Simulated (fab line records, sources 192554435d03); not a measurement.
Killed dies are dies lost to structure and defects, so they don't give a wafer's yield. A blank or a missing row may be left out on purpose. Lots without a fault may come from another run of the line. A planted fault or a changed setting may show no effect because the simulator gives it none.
A struck lot beside a sound one | flow n5_finfet | 15 steps out of a route of 1938
Sound: wafers L466.3, L466.4, L466.6. Struck: wafers L459.1, L459.3, L459.6. The cause comes at the end.
At each step with rows: each side's tool, then ch and its chambers, then its first start. Under that, the readings that differ: sound wafers | struck wafers | difference of the means | sigmas: that difference in standard deviations of wafers without a fault.
alike: readings whose means differ by less than 2 such deviations, and words and numbers that are the same on both sides. not compared: withheld readings, readings that some wafer has no value for, bounds like >300 that may hide the same value, and numbers for which the record gives no deviation and whose values overlap.
The two part at a step that has a row with sigmas, a row that says differs or no value, or rows on one side only. Numbers that don't overlap but have no deviation are shown without sigmas and don't part them. A reading that every wafer of one side lacks parts them only if that side has two wafers or more.

N5_BEOL_M10_VIA_ETCH_34: etches SiCOH lowk in C4F6/O2, target depth 184.5 nm, time 69.2 s.
  sound on rie_diel-06 ch 2,3, day 13 18:02; struck on rie_diel-05 ch 1,2, day 12 18:14
  alike: drypump_motor_current_A, mfc_ar_sccm, oes_ar_750_au, oes_product_au, rf_vpp_V, showerhead_plenum_p_Torr, throttle_valve_pct
  not compared: rf_hours_counter_h
then, 1 step without rows for these wafers: N5_BEOL_M10_STRIP_73 (strips in C4F6/O2).
N5_BEOL_M10_STRIP_36: strips in N2/H2.
  sound on rie_diel-06 ch 2,3, day 13 18:07; struck on rie_diel-05 ch 1,2, day 12 18:18
  alike: bias_power_w, drypump_motor_current_A, oes_product_au, rf_vpp_V, showerhead_plenum_p_Torr, temp_c, throttle_valve_pct
  not compared: rf_hours_counter_h
N5_BEOL_M10_TRENCH_ETCH_37: etches SiCOH lowk in C4F6/O2, target depth 148.83 nm, time 48 s.
  sound on rie_diel-06 ch 2,3; struck on rie_diel-05 ch 1,2
  alike: drypump_motor_current_A, mfc_ar_sccm, oes_ar_750_au, oes_product_au, rf_vpp_V, showerhead_plenum_p_Torr, throttle_valve_pct
  not compared: rf_hours_counter_h
N5_BEOL_M10_ETCH_41: etches SiCN in CH3F/O2, target depth 42.6 nm, time 86 s.
  sound on rie_diel-06 ch 2,3; struck on rie_diel-05 ch 1,2
  alike: drypump_motor_current_A, mfc_ar_sccm, oes_product_au, rf_vpp_V, showerhead_plenum_p_Torr, throttle_valve_pct
  not compared: rf_hours_counter_h
then, 1 step without rows for these wafers: N5_BEOL_M10_STRIP_77 (strips in N2/H2, time 10 s).
N5_BEOL_M10_OCD_MEAS_38:
  sound on ocd-01, day 13 18:25; struck on ocd-02, day 12 18:32
  alike: trench_depth_nm
then, 4 steps without rows for these wafers: N5_BEOL_M10_HM_STRIP_39 (strips TiN in peroxide tin strip, target depth 25 nm, time 158 s); N5_BEOL_M10_SRD_40 (time 30 s); N5_BEOL_M10_PRECLEAN_42 (cleans in residue remover, time 60 s); N5_BEOL_M10_SRD_43 (time 30 s).
N5_BEOL_M10_CD_MEAS_35: target cd 70 nm.
  sound on cd_sem-03, day 13 18:34; struck on cd_sem-03, day 12 18:41
  alike: cd_nm
N5_BEOL_M10_CURE_72: cures SiCOH lowk, time 120 s.
  sound on uv_cure-01 ch 0, day 13 18:44; struck on uv_cure-03 ch 1, day 12 18:44
  no value came back on the struck wafers for lamp_power_pct (%), run_length_s (s), wafer_temp_C_max; on the sound wafers lamp_power_pct (%) reads 52.24 52.34 52.25
N5_BEOL_M10_DEGAS_44: time 60 s.
  sound on pvd_sputter-02, day 13 19:08; struck on pvd_sputter-01, day 12 19:49
  alike: heater_power_w
-- the record jumps here: 2 days lie between the struck wafers' starts before and after (it left off in module BEOL_M10 and takes up again in module PASSIVATION, whose first step shown is number 1936 of the route) --
N5_PASSIVATION_PROBE_49:
  sound on prober-02, day 15 23:01; struck on prober-02, day 14 20:26
  alike: defect_limited_yield, killed_at_M0_to_M3, killed_at_M4_up, killed_at_contacts, killed_at_front_end, killed_at_other, killed_dies, killed_open, killed_short, sort_bin_5_function, sort_bin_6_memory, sort_bin_8_speed, sort_n_pass, sort_yield_pct

WHERE THEY PART
Only at N5_BEOL_M10_CURE_72, within this record. Later steps at which nothing parts them and some readings are alike: N5_BEOL_M10_DEGAS_44, N5_PASSIVATION_PROBE_49.

WHY: what the simulator had put in
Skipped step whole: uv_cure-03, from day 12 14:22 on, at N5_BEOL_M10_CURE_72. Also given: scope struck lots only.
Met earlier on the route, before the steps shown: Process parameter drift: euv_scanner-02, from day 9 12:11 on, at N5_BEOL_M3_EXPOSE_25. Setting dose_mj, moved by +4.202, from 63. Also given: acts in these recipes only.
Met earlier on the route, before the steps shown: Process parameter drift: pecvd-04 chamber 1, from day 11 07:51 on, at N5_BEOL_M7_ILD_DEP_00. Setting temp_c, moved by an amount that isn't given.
